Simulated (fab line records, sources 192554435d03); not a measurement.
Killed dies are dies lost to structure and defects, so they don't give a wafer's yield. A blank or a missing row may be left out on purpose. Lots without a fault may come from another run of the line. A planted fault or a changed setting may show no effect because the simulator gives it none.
Which tool did it? | flow n5_finfet | 8 lots, 24 wafers sampled, at 1 step of a route of 1938

WHAT THE GAUGES READ, wafer by wafer
N5_BEOL_M4_RC_MEAS_101.
lot  | measured     | on        | DIBL_N (mV/V)
L920 | day 8 13:14  | prober-02 | 36.0 34.5 36.4
L923 | day 9 12:04  | prober-01 | 37.1 35.5 35.7
L926 | day 9 22:53  | prober-01 | 35.4 37.5 36.1
L927 | day 10 10:15 | prober-02 | 37.5 35.7 35.2
L932 | day 12 01:44 | prober-01 | 37.8 36.9 35.8
L936 | day 12 22:46 | prober-02 | 35.4 36.2 35.8
L937 | day 13 01:34 | prober-02 | 36.3 35.6 35.4
L938 | day 13 07:11 | prober-02 | 34.0 36.4 36.2

WHICH TOOL RAN EACH LOT (tool, then ch and the chambers of the sampled wafers, then the start)
The record holds no process step before these readings.

THE ANSWER, worked out from the rows above alone
Rule: what is usual is taken from the lots themselves. Put in order of their means at a reading, lots are off if they are a third of the lots or fewer, leave a main group of 4 or more, and stand apart from it by a gap of 3 or more times the standard deviation of the main group's means; of several such gaps the widest counts. A main group whose means are all the same, to the digits that the tables above print for the reading, isn't used. A lot without any number at a reading at which 4 lots or more have one is off too. The other lots that the step has rows for count as sound.
No lot is off at any reading shown: from this, nothing can be told.

WHAT THE SIMULATOR HAD PUT IN
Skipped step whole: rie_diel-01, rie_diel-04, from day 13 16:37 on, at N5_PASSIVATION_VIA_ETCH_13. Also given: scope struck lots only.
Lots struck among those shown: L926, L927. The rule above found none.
